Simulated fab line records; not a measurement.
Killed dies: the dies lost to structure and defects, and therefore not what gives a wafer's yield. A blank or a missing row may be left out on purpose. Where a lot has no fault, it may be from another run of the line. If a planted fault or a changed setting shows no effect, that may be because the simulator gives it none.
Chamber matching -- flow nand_harc -- NHARC_A_M0_PRE_CLEAN_31 on pecvd-01: 3 sister chambers
The step time 12 s. 3 wafers are shown with their chamber, then 8 later ones without.

EACH WAFER AND ITS CHAMBER
wafer,chamber,heater_power_w (W)
L083.6,1,740
L086.5,0,630
L092.3,2,633

WAFERS WITH NO CHAMBER GIVEN
wafer,heater_power_w (W)
L092.4,693
L092.6,613
L093.1,567
L093.3,615
L093.5,570
L094.2,589
L094.5,595
L094.6,564

EACH ONE'S CHAMBER
wafer,from the rows above,in truth
L092.4,can't be placed: 1 or 2 or 0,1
L092.6,can't be placed: 0 or 2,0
L093.1,can't be placed: 0 or 2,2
L093.3,can't be placed: 0 or 2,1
L093.5,can't be placed: 0 or 2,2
L094.2,can't be placed: 0 or 2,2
L094.5,can't be placed: 0 or 2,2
L094.6,can't be placed: 0 or 2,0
Placed correctly: 0 of 8. These rows do not allow placing 8 (true chamber among the candidates in 7). 0 placed wrongly.
How it was worked out, from the rows above alone: a wafer's distance from a chamber is the root of the sum, over the readings, of the square of ((its reading less the chamber's mean) divided by the reading's scatter). The wafer belongs to the nearest chamber; if the next one is less than 2 further off, it can't be placed. The mean given for a chamber averages the wafers shown for that chamber. The scatter: with one shown wafer a chamber, the root of the mean of the squares of how far each hidden wafer lies from its nearest shown one.
